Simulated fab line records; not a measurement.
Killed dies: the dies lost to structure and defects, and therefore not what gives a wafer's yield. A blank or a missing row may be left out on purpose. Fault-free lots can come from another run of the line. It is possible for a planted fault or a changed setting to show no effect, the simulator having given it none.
Which of the tools did it? + flow n5Finfet + 30 wafers from 10 lots sampled at 5 of the route's 1938 steps

== WHAT EACH GAUGE READ, for each wafer ==
N5_BEOL_M4_RC_MEAS_101. Usual: DIBL_N 35.9 mV/V, standard deviation 1.4; DIBL_P 35.9 mV/V, standard deviation 1.7; IOFF_N 0.155 nA/um, standard deviation 0.023; IOFF_P 0.201 nA/um, standard deviation 0.029; ION_N 672 uA/um, standard deviation 8.8; ION_P 460 uA/um, standard deviation 7; SS_N 71.6 mV/dec, standard deviation 0.48; SS_P 73.1 mV/dec, standard deviation 0.64; VT_N 250.0 mV, standard deviation 3; VT_P -251.6 mV, standard deviation 3.
| lot  | measured     | on        | DIBL_N (mV/V)  | DIBL_P (mV/V)  | IOFF_N (nA/um)    | IOFF_P (nA/um)    | ION_N (uA/um) | ION_P (uA/um) | SS_N (mV/dec)  | SS_P (mV/dec)  | VT_N (mV)         | VT_P (mV)            | flag |
|------|--------------|-----------|----------------|----------------|-------------------|-------------------|---------------|---------------|----------------|----------------|-------------------|----------------------|------|
| L308 | day 8 14:56  | prober-02 | 35.3 35.4 36.0 | 34.0 34.6 36.0 | 0.146 0.144 0.163 | 0.207 0.206 0.232 | 672 670 688   | 469 462 475   | 71.8 71.1 72.0 | 72.6 73.0 73.2 | 252.7 250.4 248.6 | -248.6 -247.5 -247.8 |      |
| L312 | day 9 10:04  | prober-01 | 34.1 35.3 36.0 | 35.0 36.8 37.7 | 0.128 0.150 0.161 | 0.162 0.179 0.186 | 660 674 676   | 452 457 460   | 71.6 71.1 72.0 | 72.4 73.4 73.6 | 252.3 249.7 251.4 | -254.1 -254.3 -253.0 |      |
| L314 | day 10 08:11 | prober-01 | 37.8 38.1 36.6 | 38.9 38.7 35.8 | 0.193 0.199 0.166 | 0.216 0.217 0.174 | 688 687 660   | 460 466 446   | 71.6 71.6 71.7 | 74.2 74.5 72.2 | 244.7 247.1 249.3 | -251.0 -250.6 -253.7 |      |
| L320 | day 11 12:03 | prober-01 | 36.9 37.7 36.5 | 36.8 37.6 35.2 | 0.183 0.198 0.170 | 0.244 0.260 0.227 | 684 671 670   | 467 463 461   | 72.1 72.6 72.4 | 74.0 73.6 73.7 | 246.3 244.0 248.2 | -249.6 -246.0 -249.3 |      |
| L324 | day 12 15:20 | prober-02 | 34.5 34.9 34.1 | 34.7 35.5 34.6 | 0.131 0.134 0.125 | 0.146 0.149 0.140 | 660 680 658   | 448 456 445   | 71.4 71.4 71.2 | 72.9 73.7 72.8 | 254.0 254.3 251.2 | -258.7 -256.1 -257.9 |      |
| L325 | day 12 22:56 | prober-01 | 36.6 36.3 35.4 | 37.5 37.9 36.6 | 0.168 0.170 0.149 | 0.213 0.217 0.199 | 682 676 668   | 461 460 461   | 72.3 72.0 72.8 | 73.8 74.1 73.7 | 248.7 248.1 250.8 | -250.7 -251.7 -250.6 |      |
| L326 | day 12 22:28 | prober-02 | 39.1 38.5 37.6 | 39.8 39.4 38.0 | 0.211 0.195 0.187 | 0.260 0.250 0.231 | 682 685 686   | 462 464 469   | 72.3 72.4 71.8 | 74.4 73.7 73.0 | 243.3 248.6 243.6 | -250.6 -249.5 -249.3 |      |
| L327 | day 13 16:23 | prober-01 | 35.4 36.3 37.0 | 36.7 38.7 39.4 | 0.188 0.205 0.231 | 0.220 0.250 0.267 | 688 680 676   | 469 465 462   | 71.3 71.7 72.3 | 73.3 73.7 74.4 | 243.8 244.3 243.5 | -248.9 -249.2 -249.4 |      |
| L328 | day 13 18:04 | prober-01 | 35.9 37.2 34.9 | 35.7 35.9 34.2 | 0.155 0.157 0.132 | 0.183 0.196 0.171 | 679 670 666   | 461 454 451   | 71.4 71.7 70.5 | 72.8 73.5 73.4 | 248.4 250.7 252.3 | -253.1 -252.3 -254.2 |      |
| L329 | day 13 23:38 | prober-02 | 35.6 34.9 33.5 | 34.0 34.2 32.8 | 0.141 0.131 0.113 | 0.186 0.198 0.168 | 649 668 654   | 448 462 454   | 71.7 71.1 71.0 | 72.6 73.4 72.6 | 255.4 250.9 256.9 | -253.7 -251.9 -252.6 |      |

== WHAT TOOL EACH LOT RAN ON (gives the tool, then ch and the chambers of the sampled wafers, and finally the start) ==
| lot  | N5_BEOL_M0_SAQP_SPACER1_ALD_98   | N5_BEOL_M0_SAQP_ETCH_102        | N5_BEOL_M0_SAQP_SPACER2_ALD_26   | N5_BEOL_M0_SAQP_COAT_69          |
|------|----------------------------------|---------------------------------|----------------------------------|----------------------------------|
| L308 | aldSin-03 ch 0,1,2, day 6 05:20  | rieSi-06 ch 0,2,3, day 6 06:10  | aldSin-03 ch 0,1,3, day 6 07:07  | lithoTrack-01 ch 0, day 6 07:54  |
| L312 | aldSin-01 ch 0,2, day 7 03:11    | rieSi-05 ch 0,1,3, day 7 04:00  | aldSin-02 ch 0,2, day 7 04:52    | lithoTrack-03 ch 0, day 7 05:39  |
| L314 | aldSin-01 ch 1,2,3, day 7 22:07  | rieSi-06 ch 0,1,2, day 7 22:56  | aldSin-02 ch 2,3, day 8 00:26    | lithoTrack-03 ch 0, day 8 01:20  |
| L320 | aldSin-02 ch 0,1,3, day 9 03:59  | rieSi-06 ch 1,2, day 9 04:49    | aldSin-03 ch 0,2, day 9 05:56    | lithoTrack-04 ch 0, day 9 06:46  |
| L324 | aldSin-01 ch 1,2,3, day 9 23:27  | rieSi-02 ch 0,1,2, day 10 00:16 | aldSin-03 ch 1,3, day 10 01:28   | lithoTrack-03 ch 0, day 10 02:17 |
| L325 | aldSin-03 ch 1,2,3, day 10 11:54 | rieSi-06 ch 0,2, day 10 12:49   | aldSin-01 ch 1,2, day 10 14:36   | lithoTrack-04 ch 0, day 10 15:26 |
| L326 | aldSin-02 ch 0,2,3, day 10 13:52 | rieSi-02 ch 0,1,3, day 10 14:43 | aldSin-01 ch 1,2,3, day 10 15:38 | lithoTrack-01 ch 0, day 10 16:32 |
| L327 | aldSin-01 ch 0,1,3, day 11 01:29 | rieSi-05 ch 1,2, day 11 02:18   | aldSin-02 ch 0,1,3, day 11 03:19 | lithoTrack-03 ch 0, day 11 04:05 |
| L328 | aldSin-01 ch 0,3, day 11 02:24   | rieSi-05 ch 0,1,2, day 11 03:25 | aldSin-02 ch 0,2,3, day 11 04:16 | lithoTrack-01 ch 0, day 11 05:07 |
| L329 | aldSin-03 ch 0,2,3, day 11 13:16 | rieSi-05 ch 1,2,3, day 11 14:05 | aldSin-03 ch 0,1,3, day 11 14:58 | lithoTrack-04 ch 0, day 11 15:47 |
- N5_BEOL_M0_SAQP_SPACER1_ALD_98: deposits SiO2, target thk 12.8 nm, pulse time 1 s, purge time 2 s.
- N5_BEOL_M0_SAQP_ETCH_102: etches SiO2 in CF4, target depth 4 nm, time 4.4 s.
- N5_BEOL_M0_SAQP_SPACER2_ALD_26: deposits SiO2, target thk 15 nm, pulse time 1 s, purge time 2 s.
- N5_BEOL_M0_SAQP_COAT_69: time 60 s, resist thk 90 nm.

== WHAT THE TOOLS THEMSELVES READ (means of the sampled wafers that have a number; where no wafer has one, the mark that the record gives instead) ==
N5_BEOL_M0_SAQP_SPACER1_ALD_98. Usual: heaterPowerW 467 W, standard deviation 43; precursorPulseHeightRel 1.000, standard deviation 0.022.
| lot  | tool      | heaterPowerW (W) | precursorPulseHeightRel | flag |
|------|-----------|------------------|-------------------------|------|
| L308 | aldSin-03 | 461              | 1.006                   |      |
| L312 | aldSin-01 | 472              | 1.016                   |      |
| L314 | aldSin-01 | 459              | 0.980                   |      |
| L320 | aldSin-02 | 465              | 0.993                   |      |
| L324 | aldSin-01 | 466              | 1.001                   |      |
| L325 | aldSin-03 | 506              | 0.996                   |      |
| L326 | aldSin-02 | 475              | 0.993                   |      |
| L327 | aldSin-01 | 462              | 1.001                   |      |
| L328 | aldSin-01 | 487              | 1.012                   |      |
| L329 | aldSin-03 | 491              | 1.011                   |      |

N5_BEOL_M0_SAQP_ETCH_102. Usual: drypumpMotorCurrentA 5.8 A, standard deviation 0.5; oesProductAu 1.001 a.u., standard deviation 0.017; throttleValvePct 21.84 %, standard deviation 0.15.
| lot  | tool     | drypumpMotorCurrentA (A) | oesProductAu (a.u.) | throttleValvePct (%) | flag |
|------|----------|--------------------------|---------------------|----------------------|------|
| L308 | rieSi-06 | 5.7                      | 0.993               | 21.85                |      |
| L312 | rieSi-05 | 5.7                      | 1.000               | 21.88                |      |
| L314 | rieSi-06 | 5.7                      | 0.998               | 21.84                |      |
| L320 | rieSi-06 | 5.7                      | 1.011               | 21.74                |      |
| L324 | rieSi-02 | 5.8                      | 1.017               | 21.89                |      |
| L325 | rieSi-06 | 5.7                      | 1.008               | 21.86                |      |
| L326 | rieSi-02 | 5.7                      | 0.997               | 21.75                |      |
| L327 | rieSi-05 | 5.9                      | 1.001               | 21.91                |      |
| L328 | rieSi-05 | 5.9                      | 1.002               | 21.91                |      |
| L329 | rieSi-05 | 5.6                      | 1.004               | 21.87                |      |

N5_BEOL_M0_SAQP_SPACER2_ALD_26. Usual: heaterPowerW 470 W, standard deviation 40; precursorPulseHeightRel 0.998, standard deviation 0.019.
| lot  | tool      | heaterPowerW (W) | precursorPulseHeightRel | flag |
|------|-----------|------------------|-------------------------|------|
| L308 | aldSin-03 | 494              | 1.012                   |      |
| L312 | aldSin-02 | 469              | 0.988                   |      |
| L314 | aldSin-02 | 486              | 0.995                   |      |
| L320 | aldSin-03 | 468              | 1.010                   |      |
| L324 | aldSin-03 | 521              | 0.995                   |      |
| L325 | aldSin-01 | 449              | 0.989                   |      |
| L326 | aldSin-01 | 464              | 0.996                   |      |
| L327 | aldSin-02 | 463              | 0.987                   |      |
| L328 | aldSin-02 | 463              | 1.007                   |      |
| L329 | aldSin-03 | 503              | 0.999                   |      |

N5_BEOL_M0_SAQP_COAT_69. Usual: 1500.2 rpm for spinSpeedRpm, sd 1.1.
| lot  | tool          | spinSpeedRpm (rpm) | flag |
|------|---------------|--------------------|------|
| L308 | lithoTrack-01 | 1499.8             |      |
| L312 | lithoTrack-03 | 1713.4             | OFF  |
| L314 | lithoTrack-03 | 1713.2             | OFF  |
| L320 | lithoTrack-04 | 1500.4             |      |
| L324 | lithoTrack-03 | 1500.0             |      |
| L325 | lithoTrack-04 | 1500.5             |      |
| L326 | lithoTrack-01 | 1500.2             |      |
| L327 | lithoTrack-03 | 1500.6             |      |
| L328 | lithoTrack-01 | 1499.1             |      |
| L329 | lithoTrack-04 | 1500.0             |      |

== THE ANSWER, worked out from the rows above alone ==
Rule: a lot is off if the mean of its wafers that have a number lies more than 3 standard deviations from the usual mean. A lot without any number at a reading at which 4 lots or more have one is off too. Where the step has rows for the other lots, those lots are counted as sound. First the gauges in route order, then the tools' own readings, where a lot's mean is used as printed above. At the first step where some lot is off, the reading lying furthest off is the one used; lots without a number count as furthest.
Off at N5_BEOL_M0_SAQP_COAT_69 (spinSpeedRpm): L312, L314.
If a tool, at that step or one of the process steps before it, ran each lot that is off and ran no sound lot following the first of them, it fits. No candidate that was tried fits.

== WHAT HAD BEEN PUT IN BY THE SIMULATOR ==
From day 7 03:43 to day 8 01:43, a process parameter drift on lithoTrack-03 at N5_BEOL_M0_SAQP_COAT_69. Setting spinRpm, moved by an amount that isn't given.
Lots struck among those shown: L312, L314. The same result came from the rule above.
